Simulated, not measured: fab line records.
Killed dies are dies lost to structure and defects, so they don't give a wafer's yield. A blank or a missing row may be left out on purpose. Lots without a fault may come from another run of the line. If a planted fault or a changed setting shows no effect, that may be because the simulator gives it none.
fab line records ; flow nand_harc
[record] lots = 6; wafers = 18; last_day = 33
route steps=1302 shown P_STI@76 END@1302
lots that met no fault: taken from a fault-free run of the same line
start_h: start of the lot's first displayed wafer, in hours after the record's first day ; wait_h: hours elapsed since this lot's preceding step ; " as in the row above ; L1.1+2: a row that stands for several wafers ; - either no value or no given start ; * or withheld: withheld ; < > ~ a bound
route shown NAME@n: names a module that has steps shown in the file, with the first one's number in the route ; usual: mean and standard deviation over wafers with no fault ; same: alike in all rows ; chamber/n: place in a boat ; sites: per-site readings ; _std_site: how widely they spread, as a standard deviation ; _edge_site: the outer-site mean with the inner-site mean subtracted ; radius_mm: for every site, how far away it sits from the centre of the wafer ; mask NAME#n: copy n ; behind: tool/chamber where the wafer was last shaped ; hold: why the lot was held/for how many hours/how that ended ; device: the n, p or np transistor that did not switch ; end of line: at the end of the route, the tests of the same wafers ; a step given without rows: its recipe and nothing more ; killed: dies that structure and defects cost at the first sort, which is not the same as the wafer's yield ; map: a wafer's dies, x killed, . not, _ none there
set.NAME: the run value of the setting; set.NAME@STEP: its run value at that earlier step ; model.NAME: the simulator's own value behind a step, which no gauge read
lots at selected steps of the route; one table per step, one row per wafer
services: the hour from which a tool's chamber was out of use, counted from the record's first day as start_h (under 0 if before that day), plus the number of hours and why
[[steps]]
[step NHARC_P_STI_COAT_41]
[recipe] temp_c = 200; time_s = 65
[step NHARC_P_STI_COAT_03]
[recipe] spin_rpm = 2000; resist_thk_nm = 600
[step NHARC_P_STI_SOFTBAKE_04]
[recipe] temp_c = 125; time_s = 70
[step NHARC_P_STI_EBR_05]
[step NHARC_P_STI_EXPOSE_06]
[recipe] na = 0.55; target_cd_nm = 200; dose_mj = 37.69; mask_id = P_STI
[step NHARC_P_STI_PEB_07]
[recipe] peb_temp_c = 128; peb_time_s = 80
[step NHARC_P_STI_DEVELOP_08]
[recipe] time_s = 50; dev_temp_c = 22
[step NHARC_P_STI_CD_MEAS_09]
[recipe] target_cd_nm = 200; landing_energy_ev = 500
[usual] cd_nm = 198.7/1.7
lot.wafer;tool;chamber;start_h;wait_h;cd_nm
L845.2;cd_sem-03;0;64.51;-;198.2
L845.3;cd_sem-03;0;64.51;-;197.9
L845.6;cd_sem-03;0;64.51;-;198.0
L852.1;cd_sem-01;0;135.48;-;197.2
L852.4;cd_sem-01;0;135.48;-;197.3
L852.6;cd_sem-01;0;135.48;-;199.6
L853.1;cd_sem-02;0;144.33;-;200.2
L853.4;cd_sem-02;0;144.33;-;196.3
L853.5;cd_sem-02;0;144.33;-;201.0
L855.2;cd_sem-03;0;164.31;-;198.6
L855.5;cd_sem-03;0;164.31;-;198.8
L855.6;cd_sem-03;0;164.31;-;197.1
L865.2;cd_sem-03;0;262.92;-;199.5
L865.4;cd_sem-03;0;262.92;-;198.6
L865.5;cd_sem-03;0;262.92;-;199.9
L866.1;cd_sem-03;0;272.51;-;198.3
L866.2;cd_sem-03;0;272.51;-;195.3
L866.5;cd_sem-03;0;272.51;-;196.4
[step NHARC_P_STI_OVL_MEAS_10]
[usual] overlay_x_nm = 0/6.8; overlay_y_nm = 0/5.2
lot.wafer;tool;chamber;start_h;wait_h;overlay_x_nm;overlay_y_nm
L845.2;overlay-01;-;64.60;-;-11;1
L845.3;overlay-01;-;64.60;-;-10;1
L845.6;overlay-01;-;64.60;-;-11;1
L852.1;overlay-01;-;135.57;-;-3;-10
L852.4;overlay-01;-;135.57;-;-3;-10
L852.6;overlay-01;-;135.57;-;-3;-10
L853.1;overlay-02;-;144.41;-;-2;0
L853.4;overlay-02;-;144.41;-;-2;0
L853.5;overlay-02;-;144.41;-;-2;0
L855.2;overlay-02;-;164.40;-;9;-4
L855.5;overlay-02;-;164.40;-;9;-4
L855.6;overlay-02;-;164.40;-;10;-3
L865.2;overlay-01;-;263.00;-;-5;-5
L865.4;overlay-01;-;263.00;-;-5;-5
L865.5;overlay-01;-;263.00;-;-4;-6
L866.1;overlay-01;-;272.60;-;-4;-7
L866.2;overlay-01;-;272.60;-;-3;-7
L866.5;overlay-01;-;272.60;-;-3;-6
[step NHARC_P_STI_INSPECT_11]
[usual] raw_defect_count = 5.2/2.8
lot.wafer;tool;chamber;start_h;wait_h;raw_defect_count
L845.2;defect_inspect-02;-;64.63;0.0;6
L845.3;defect_inspect-02;-;64.63;0.0;2
L845.6;defect_inspect-02;-;64.63;0.0;3
L852.1;defect_inspect-01;-;135.61;0.0;7
L852.4;defect_inspect-01;-;135.61;0.0;2
L852.6;defect_inspect-01;-;135.61;0.0;8
L853.1;defect_inspect-01;-;144.45;0.0;2
L853.4;defect_inspect-01;-;144.45;0.0;4
L853.5;defect_inspect-01;-;144.45;0.0;1
L855.2;defect_inspect-02;-;164.43;0.0;8
L855.5;defect_inspect-02;-;164.43;0.0;5
L855.6;defect_inspect-02;-;164.43;0.0;2
L865.2;defect_inspect-01;-;263.04;0.0;8
L865.4;defect_inspect-01;-;263.04;0.0;13
L865.5;defect_inspect-01;-;263.04;0.0;10
L866.1;defect_inspect-01;-;272.63;0.0;7
L866.2;defect_inspect-01;-;272.63;0.0;3
L866.5;defect_inspect-01;-;272.63;0.0;5
[step NHARC_P_STI_HARDBAKE_13]
[recipe] temp_c = 118; time_s = 65
[step NHARC_P_STI_DESCUM_14]
[recipe] time_s = 3; o2_flow_sccm = 200; ar_flow_sccm = 0; bias_power_w = 0; chemistry = O2
[usual] drypump_motor_current_A = 5.9/0.42; oes_product_au = 0.998/0.0082; rf_vpp_V = 57.9/0.88; showerhead_plenum_p_Torr = 1.94/0.066; throttle_valve_pct = 11.311/0.0084
lot.wafer;tool;chamber;start_h;wait_h;drypump_motor_current_A;oes_product_au;rf_hours_counter_h;rf_vpp_V;showerhead_plenum_p_Torr;throttle_valve_pct
L845.3;rie_diel-03;2;64.78;-;5.9;0.993;5.7;57.7;1.99;11.305
L845.2;rie_diel-03;3;64.78;-;6.1;1.002;4.7;57.2;1.89;11.313
L845.6;rie_diel-03;2;64.78;-;5.8;1.004;-;57.9;1.99;11.303
L852.1;rie_diel-01;3;135.74;-;5.8;1.004;6.7;58.2;1.87;11.313
L852.4;rie_diel-01;2;135.74;-;6.3;0.994;6.8;57.6;1.98;11.313
L852.6;rie_diel-01;0;135.74;-;6.3;0.995;-;57.3;1.90;11.305
L853.4;rie_diel-03;3;144.59;-;6.1;0.996;1.7;57.1;1.89;11.301
L853.1;rie_diel-03;2;144.59;-;5.8;0.985;1.5;57.6;1.99;11.318
L853.5;rie_diel-03;0;144.59;-;5.7;0.983;-;57.3;1.94;11.323
L855.2;rie_diel-03;2;164.59;-;5.8;0.993;2.4;57.8;1.99;11.315
L855.5;rie_diel-03;3;164.59;-;6.1;0.996;-;58.3;1.89;11.313
L855.6;rie_diel-03;2;164.59;-;5.8;0.991;-;58.2;1.99;11.317
L865.4;rie_diel-01;0;263.17;-;6.3;1.007;5.0;58.1;1.90;11.310
L865.2;rie_diel-01;1;263.17;-;5.7;1.001;4.7;55.6;1.88;11.312
L865.5;rie_diel-01;1;263.17;-;5.7;0.998;-;57.6;1.88;11.297
L866.1;rie_diel-01;3;272.78;-;5.9;1.002;5.8;57.6;1.86;11.305
L866.2;rie_diel-01;0;272.78;-;6.3;1.006;6.0;57.3;1.90;11.315
L866.5;rie_diel-01;1;272.78;-;5.7;1.005;-;57.0;1.88;11.302
[step NHARC_P_STI_ETCH_42]
[recipe] target_depth_a = 800; overetch_a = 240; time_s = 61; ion_energy_ev = 200; n2_flow_sccm = 150; h2_flow_sccm = 150; ar_flow_sccm = 0; rf_w = 400; bias_w = 150; chemistry = N2/H2
[usual] bias_w = 150.0/0.45; drypump_motor_current_A = 5.9/0.4; oes_product_au = 0.997/0.0087; rf_vpp_V = 431.4/2.1; showerhead_plenum_p_Torr = 2.07/0.073; throttle_valve_pct = 14.170/0.0087
lot.wafer;tool;chamber;start_h;wait_h;bias_w;drypump_motor_current_A;oes_product_au;rf_hours_counter_h;rf_vpp_V;showerhead_plenum_p_Torr;throttle_valve_pct
L845.3;rie_diel-03;0;64.85;0.1;150.9;5.8;0.990;5.1;431.5;2.07;14.191
L845.2;rie_diel-03;3;64.85;0.1;149.8;6.1;1.007;4.7;431.0;2.02;14.161
L845.6;rie_diel-03;0;64.85;0.1;150.5;5.8;1.006;-;431.5;2.07;14.172
L852.4;rie_diel-01;2;135.83;0.1;149.6;6.3;0.988;6.8;431.6;2.11;14.175
L852.1;rie_diel-01;3;135.83;0.1;149.9;5.8;1.008;6.7;430.1;1.99;14.173
L852.6;rie_diel-01;1;135.83;0.1;150.5;5.7;0.999;-;430.4;2.01;14.178
L853.4;rie_diel-03;2;144.68;0.1;149.9;5.8;0.996;1.5;433.1;2.12;14.186
L853.1;rie_diel-03;3;144.68;0.1;149.8;6.1;0.993;1.7;428.9;2.01;14.179
L853.5;rie_diel-03;1;144.68;0.1;150.5;5.5;0.993;-;432.9;2.16;14.158
L855.2;rie_diel-03;2;164.67;0.1;150.6;5.8;1.002;2.4;432.0;2.12;14.177
L855.5;rie_diel-03;2;164.67;0.1;150.2;5.8;0.991;-;432.7;2.12;14.164
L855.6;rie_diel-03;1;164.67;0.1;149.9;5.6;0.987;-;433.7;2.16;14.160
L865.2;rie_diel-01;1;263.26;0.1;149.6;5.7;0.879;4.7;428.8;2.00;14.165
L865.4;rie_diel-01;2;263.26;0.1;149.9;6.3;0.878;4.3;434.3;2.10;14.159
L865.5;rie_diel-01;1;263.26;0.1;149.4;5.7;0.873;-;428.6;2.00;14.170
L866.1;rie_diel-01;1;273.05;0.3;149.6;5.7;0.859;5.8;429.4;2.00;14.170
L866.2;rie_diel-01;3;273.05;0.3;150.8;5.8;0.863;5.9;428.6;1.99;14.165
L866.5;rie_diel-01;1;273.05;0.3;149.8;5.7;0.866;-;430.5;2.00;14.158
[step NHARC_P_STI_ETCH_31]
[recipe] target_depth_a = 1089; time_s = 54.5; cf4_flow_sccm = 100; chf3_flow_sccm = 30; ar_flow_sccm = 0; rf_w = 500; bias_w = 200; chemistry = CF4/CHF3
[usual] bias_w = 200.0/0.59; chf3_flow_sccm = 29.99/0.084; drypump_motor_current_A = 5.9/0.39; oes_product_au = 0.949/0.022; rf_vpp_V = 371.3/1.9; showerhead_plenum_p_Torr = 1.59/0.051; throttle_valve_pct = 16.801/0.0084
lot.wafer;tool;chamber;start_h;wait_h;bias_w;chf3_flow_sccm;drypump_motor_current_A;oes_product_au;rf_hours_counter_h;rf_vpp_V;showerhead_plenum_p_Torr;throttle_valve_pct
L845.3;rie_diel-03;3;-;-;199.8;29.98;6.1;0.956;4.7;369.7;1.56;16.807
L845.2;rie_diel-03;0;-;-;200.3;30.03;5.8;0.949;5.2;370.8;1.59;16.806
L845.6;rie_diel-03;3;-;-;199.8;30.03;6.1;0.956;-;369.8;1.56;16.796
L852.4;rie_diel-01;3;-;-;200.6;29.97;5.8;0.927;6.7;371.0;1.54;16.801
L852.1;rie_diel-01;0;-;-;200.2;30.03;6.3;0.925;7.8;370.7;1.56;16.811
L852.6;rie_diel-01;2;-;-;199.7;30.07;6.3;0.928;-;372.1;1.62;16.787
L853.4;rie_diel-03;0;-;-;199.6;29.99;5.8;0.947;1.9;371.3;1.59;16.800
L853.1;rie_diel-03;3;-;-;199.6;30.13;6.1;0.943;1.7;369.7;1.56;16.801
L853.5;rie_diel-03;1;-;-;200.3;30.02;5.6;0.967;-;373.8;1.66;16.804
L855.2;rie_diel-03;3;-;-;200.6;29.95;6.1;0.905;2.6;370.5;1.55;16.801
L855.6;rie_diel-03;2;-;-;200.0;29.95;5.8;0.919;-;371.9;1.63;16.826
L855.5;rie_diel-03;3;-;-;200.2;29.94;6.1;0.923;-;370.9;1.56;16.808
L865.4;rie_diel-01;1;-;-;201.0;29.93;5.6;0.934;4.8;370.2;1.55;16.799
L865.2;rie_diel-01;3;-;-;199.7;30.17;5.8;0.933;4.5;369.5;1.54;16.795
L865.5;rie_diel-01;1;-;-;199.5;29.86;5.7;0.934;-;370.2;1.55;16.799
L866.1;rie_diel-01;0;-;-;199.7;29.86;6.3;0.964;6.1;369.6;1.56;16.802
L866.2;rie_diel-01;3;-;-;201.1;29.95;5.8;0.944;6.0;370.0;1.53;16.808
L866.5;rie_diel-01;1;-;-;200.6;30.05;5.7;0.957;-;370.2;1.55;16.814
[step NHARC_END_SORT_01]
[recipe] temp_c = 25
[usual] killed_at_array = 52/18; killed_at_other = 0.6/1.1; killed_at_periphery = 3.7/2.4; killed_dies = 57/19; killed_open = 3.1/1.7; killed_short = 2.5/1.7
[same] gross_dies = 677
lot.wafer;tool;chamber;start_h;wait_h;killed_at_array;killed_at_other;killed_at_periphery;killed_dies;killed_open;killed_short
L845.2;prober-01;0;577.74;2.8;43;0;5;48;3;2
L845.3;prober-01;0;578.53;3.1;37;0;5;42;1;1
L845.6;prober-01;0;580.93;4.0;48;1;10;59;3;2
L852.1;prober-02;0;646.25;2.5;33;0;0;33;2;0
L852.4;prober-02;0;648.63;3.4;33;0;3;36;5;0
L852.6;prober-02;0;650.22;4.0;34;1;3;38;2;2
L853.1;prober-02;0;685.92;2.5;33;0;4;37;3;2
L853.4;prober-02;0;688.35;3.4;37;0;3;40;3;4
L853.5;prober-02;0;689.16;3.7;42;0;2;44;6;5
L855.2;prober-01;0;694.83;2.8;76;0;2;78;1;0
L855.5;prober-01;0;697.23;3.7;65;4;2;71;1;0
L855.6;prober-01;0;698.04;4.0;64;0;3;67;3;3
L865.2;prober-01;0;771.77;2.8;57;3;8;68;2;2
L865.4;prober-01;0;773.38;3.4;85;1;6;92;2;4
L865.5;prober-01;0;774.19;3.7;70;0;10;80;3;1
L866.1;prober-01;0;794.56;2.5;52;2;4;58;3;1
L866.2;prober-01;0;795.37;2.8;72;0;2;74;6;3
L866.5;prober-01;0;797.79;3.7;59;1;3;63;0;7
// killed by level:class
L845.2 A_CHANNEL_HOLE_D1:chamber_film_flake=17 A_CHANNEL_HOLE_D2:chamber_film_flake=5 A_M1:chamber_film_flake=5 A_CHANNEL_FILL_D1:chamber_film_flake=3 A_STAIRCASE:chamber_film_flake=3 P_GATE:chamber_film_flake=2 P_M2:chamber_film_flake=2 A_DECK1_JOINT:chamber_film_flake=2
L845.3 A_CHANNEL_HOLE_D1:chamber_film_flake=22 A_CHANNEL_HOLE_D2:chamber_film_flake=4 A_M1:chamber_film_flake=4 P_GATE:chamber_film_flake=2 A_ZERO_WELL:chamber_film_flake=2 A_STAIRCASE:chamber_film_flake=2 A_CONTACT:chamber_film_flake=2 P_GATE:geometric_particle:short=1
L845.6 A_CHANNEL_HOLE_D1:chamber_film_flake=22 A_CHANNEL_HOLE_D2:chamber_film_flake=9 P_M2:chamber_film_flake=4 A_STAIRCASE:chamber_film_flake=4 P_GATE:chamber_film_flake=3 A_CHANNEL_FILL_D1:chamber_film_flake=3 A_DECK1_JOINT:chamber_film_flake=3 A_M1:chamber_film_flake=3
L852.1 A_CHANNEL_HOLE_D2:chamber_film_flake=17 A_CONTACT:chamber_film_flake=6 A_CHANNEL_HOLE_D1:chamber_film_flake=4 A_DECK1_JOINT:chamber_film_flake=2 A_ONON_D1:geometric_particle:open=1 A_CHANNEL_FILL_D2:geometric_particle:open=1 A_CHANNEL_FILL_D1:chamber_film_flake=1 A_WL_FILL:chamber_film_flake=1
L852.4 A_CHANNEL_HOLE_D2:chamber_film_flake=15 A_CHANNEL_HOLE_D1:chamber_film_flake=8 A_CONTACT:chamber_film_flake=3 A_CHANNEL_FILL_D1:chamber_film_flake=2 P_M0:geometric_particle:open=1 P_M2:geometric_particle:open=1 A_CHANNEL_FILL_D1:geometric_particle:open=1 A_CHANNEL_FILL_D2:geometric_particle:open=1
L852.6 A_CHANNEL_HOLE_D2:chamber_film_flake=19 A_CONTACT:chamber_film_flake=7 P_ZERO_WELL:chamber_film_flake=3 A_CHANNEL_HOLE_D1:chamber_film_flake=2 A_ONON_D1:geometric_particle:short=1 A_CHANNEL_FILL_D2:geometric_particle:open=1 A_CONTACT:geometric_particle:open=1 A_CONTACT:geometric_particle:short=1
L853.1 A_CHANNEL_HOLE_D2:chamber_film_flake=16 A_CONTACT:chamber_film_flake=7 A_CHANNEL_HOLE_D1:chamber_film_flake=4 P_CONTACT:geometric_particle:open=1 P_M0:geometric_particle:open=1 A_CHANNEL_HOLE_D1:geometric_particle:open=1 A_WL_FILL:geometric_particle:short=1 P_ZERO_WELL:chamber_film_flake=1
L853.4 A_CHANNEL_HOLE_D2:chamber_film_flake=16 A_CHANNEL_HOLE_D1:chamber_film_flake=7 A_CONTACT:chamber_film_flake=5 P_CONTACT:geometric_particle:short=1 P_M0:geometric_particle:open=1 A_ONON_D1:geometric_particle:open=1 A_CHANNEL_FILL_D1:geometric_particle:short=1 A_CHANNEL_FILL_D1:geometric_particle:open=1
L853.5 A_CHANNEL_HOLE_D2:chamber_film_flake=12 A_CHANNEL_HOLE_D1:chamber_film_flake=6 A_CHANNEL_FILL_D2:chamber_film_flake=4 A_SLIT:chamber_film_flake=3 A_CONTACT:chamber_film_flake=3 P_CONTACT:geometric_particle:open=1 A_ONON_D1:geometric_particle:open=1 A_CHANNEL_FILL_D1:geometric_particle:short=1
L855.2 A_SLIT:chamber_film_flake=31 A_CHANNEL_HOLE_D2:chamber_film_flake=20 A_CHANNEL_HOLE_D1:chamber_film_flake=16 A_M0:chamber_film_flake=2 A_CONTACT:chamber_film_flake=2 A_M1:chamber_film_flake=2 A_M0:geometric_particle:open=1 P_GATE:chamber_film_flake=1
L855.5 A_SLIT:chamber_film_flake=25 A_CHANNEL_HOLE_D1:chamber_film_flake=20 A_CHANNEL_HOLE_D2:chamber_film_flake=11 THIN_TSV:chamber_film_flake=4 A_CHANNEL_FILL_D2:chamber_film_flake=3 P_GATE:chamber_film_flake=2 A_CONTACT:chamber_film_flake=2 A_CONTACT:geometric_particle:open=1
L855.6 A_CHANNEL_HOLE_D1:chamber_film_flake=21 A_SLIT:chamber_film_flake=19 A_CHANNEL_HOLE_D2:chamber_film_flake=12 A_CONTACT:chamber_film_flake=3 A_ONON_D2:geometric_particle:open=2 P_GATE:chamber_film_flake=2 A_ONON_D1:geometric_particle:open=1 A_DECK1_JOINT:geometric_particle:short=1
L865.2 A_SLIT:chamber_film_flake=24 A_CHANNEL_HOLE_D2:chamber_film_flake=16 P_ZERO_WELL:chamber_film_flake=4 A_STAIRCASE:chamber_film_flake=4 P_GATE:chamber_film_flake=3 A_CHANNEL_HOLE_D1:chamber_film_flake=3 A_CONTACT:chamber_film_flake=3 THIN_TSV:chamber_film_flake=3
L865.4 A_SLIT:chamber_film_flake=28 A_CHANNEL_HOLE_D2:chamber_film_flake=19 A_CONTACT:chamber_film_flake=13 A_STAIRCASE:chamber_film_flake=7 P_GATE:chamber_film_flake=4 A_CHANNEL_FILL_D2:chamber_film_flake=4 A_CHANNEL_HOLE_D1:chamber_film_flake=3 A_CHANNEL_HOLE_D2:geometric_particle:short=2
L865.5 A_SLIT:chamber_film_flake=25 A_CHANNEL_HOLE_D2:chamber_film_flake=20 A_CHANNEL_HOLE_D1:chamber_film_flake=7 P_ZERO_WELL:chamber_film_flake=5 A_STAIRCASE:chamber_film_flake=5 A_CONTACT:chamber_film_flake=5 A_SGD_CUT:chamber_film_flake=3 P_CONTACT:geometric_particle:open=2
L866.1 A_SLIT:chamber_film_flake=23 A_CHANNEL_HOLE_D2:chamber_film_flake=14 A_CONTACT:chamber_film_flake=6 A_STAIRCASE:chamber_film_flake=3 P_ZERO_WELL:chamber_film_flake=2 A_DECK1_JOINT:chamber_film_flake=2 THIN_TSV:chamber_film_flake=2 P_M2:geometric_particle:open=1
L866.2 A_SLIT:chamber_film_flake=26 A_CHANNEL_HOLE_D2:chamber_film_flake=25 A_CONTACT:chamber_film_flake=7 A_CHANNEL_FILL_D2:geometric_particle:open=3 A_WL_FILL:geometric_particle:short=2 A_DECK1_JOINT:chamber_film_flake=2 A_STAIRCASE:chamber_film_flake=2 P_M0:geometric_particle:open=1
L866.5 A_SLIT:chamber_film_flake=26 A_CHANNEL_HOLE_D2:chamber_film_flake=15 A_CONTACT:chamber_film_flake=7 P_M0:geometric_particle:short=2 A_WL_FILL:geometric_particle:short=2 A_STAIRCASE:chamber_film_flake=2 A_BLC:chamber_film_flake=2 A_CHANNEL_FILL_D1:geometric_particle:short=1
[[services]]
tool;chamber;start_h;hours;kind
rie_diel-01;2;45.34;5.1;repair
rie_diel-03;0;58.80;-;clean
rie_diel-03;1;58.80;-;clean
rie_diel-03;2;58.80;-;clean
rie_diel-03;3;58.80;-;clean
rie_diel-01;0;60.30;-;clean
rie_diel-01;1;60.30;-;clean
rie_diel-01;2;60.30;-;clean
rie_diel-01;3;60.30;-;clean
rie_diel-03;0;83.30;-;clean
rie_diel-03;1;83.30;-;clean
rie_diel-03;2;83.30;-;clean
rie_diel-03;3;83.30;-;clean
rie_diel-01;0;84.80;-;clean
rie_diel-01;1;84.80;-;clean
rie_diel-01;2;84.80;-;clean
rie_diel-03;-;104.30;9.0;pm
rie_diel-01;-;130.92;1.2;repair
rie_diel-01;1;160.13;15.5;repair
rie_diel-03;0;163.06;5.1;repair
rie_diel-01;1;180.69;8.6;repair
rie_diel-01;2;193.12;6.9;repair
rie_diel-01;-;203.80;9.0;pm
rie_diel-03;3;222.16;2.8;repair
[[key]]
[first_sign] step = NHARC_P_STI_ETCH_42; reading = oes_product_au; direction = down; sigmas = 15; usual = 0.997; struck = 0.870
effect none on later readings
met_at NHARC_P_STI_ETCH_42
struck_wafers L865.2,L865.4,L865.5,L866.1,L866.2,L866.5
tester_left_out L865,L866
onset_between 135.83 263.26
[fault] kind = process_parameter_drift; tool = rie_diel-01; chamber = -; onset_h = 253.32; steps = NHARC_P_STI_ETCH_42; channel = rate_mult; offset = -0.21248; shape = step; end_h = 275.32
// tester_left_out: of these lots the tester's yield and bins aren't shown, on N5 and GAA mostly nor the transistor test; their killed dies are dies lost to structure and defects alone, not to doping, threshold or leakage, so they don't give the yield
